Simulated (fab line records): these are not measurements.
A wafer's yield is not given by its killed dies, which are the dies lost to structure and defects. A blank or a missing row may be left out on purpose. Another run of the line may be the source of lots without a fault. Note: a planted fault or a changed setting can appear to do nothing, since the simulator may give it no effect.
Chamber matching :: flow n5_finfet :: N5_BEOL_M0_SAQP_ALD_48 on ald_sin-03: 4 sister chambers
The step deposits SiO2, target thk 20 nm, pulse time 1 s, co reactant pulse time 1 s. 8 wafers are shown with their chamber, then 9 later ones without.

== WAFERS, EACH WITH ITS CHAMBER ==
wafer: L079.3
chamber: 0
heater_power_w (W): 82
precursor_pulse_height_rel: 0.992

wafer: L079.6
chamber: 0
heater_power_w (W): 82
precursor_pulse_height_rel: 0.990

wafer: L080.3
chamber: 1
heater_power_w (W): 81
precursor_pulse_height_rel: 1.030

wafer: L080.4
chamber: 3
heater_power_w (W): 82
precursor_pulse_height_rel: 0.990

wafer: L080.6
chamber: 2
heater_power_w (W): 85
precursor_pulse_height_rel: 1.016

wafer: L086.2
chamber: 3
heater_power_w (W): 81
precursor_pulse_height_rel: 0.991

wafer: L086.4
chamber: 1
heater_power_w (W): 81
precursor_pulse_height_rel: 0.987

wafer: L086.6
chamber: 2
heater_power_w (W): 86
precursor_pulse_height_rel: 0.974

== WAFERS WITH NO CHAMBER GIVEN ==
wafer: L091.2
heater_power_w (W): 86
precursor_pulse_height_rel: 1.024

wafer: L091.4
heater_power_w (W): 83
precursor_pulse_height_rel: 0.986

wafer: L091.6
heater_power_w (W): 80
precursor_pulse_height_rel: 0.978

wafer: L092.3
heater_power_w (W): 84
precursor_pulse_height_rel: 1.018

wafer: L092.4
heater_power_w (W): 82
precursor_pulse_height_rel: 0.980

wafer: L092.5
heater_power_w (W): 84
precursor_pulse_height_rel: 1.033

wafer: L093.1
heater_power_w (W): 83
precursor_pulse_height_rel: 1.000

wafer: L093.2
heater_power_w (W): 84
precursor_pulse_height_rel: 0.966

wafer: L093.5
heater_power_w (W): 85
precursor_pulse_height_rel: 1.012

== WHICH CHAMBER EACH WENT THROUGH ==
wafer: L091.2
from the rows above: 2
in truth: 2

wafer: L091.4
from the rows above: can't be placed: 0 or 3
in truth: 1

wafer: L091.6
from the rows above: can't be placed: 1 or 3 or 0
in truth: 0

wafer: L092.3
from the rows above: can't be placed: 2 or 0 or 3
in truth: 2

wafer: L092.4
from the rows above: can't be placed: 0 or 3 or 1
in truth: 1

wafer: L092.5
from the rows above: can't be placed: 2 or 0 or 3
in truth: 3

wafer: L093.1
from the rows above: can't be placed: 0 or 3 or 1
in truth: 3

wafer: L093.2
from the rows above: can't be placed: 2 or 0 or 3
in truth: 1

wafer: L093.5
from the rows above: 2
in truth: 2
Correctly placed: 2 of 9. From these rows, 7 cannot be placed; in 5 the true chamber is one of the candidates. Placed wrongly: 0.
How it was worked out, from the rows above alone: a wafer's distance from a chamber is the root of the sum, over the readings, of the square of ((its reading less the chamber's mean) divided by the reading's scatter). The wafer belongs to the nearest chamber; if the next one is less than 2 further off, it can't be placed. A chamber's mean is the mean of its shown wafers. The scatter: the root of (the sum of the squares of (reading less its chamber's mean) over the shown wafers, divided by (wafers less chambers)).
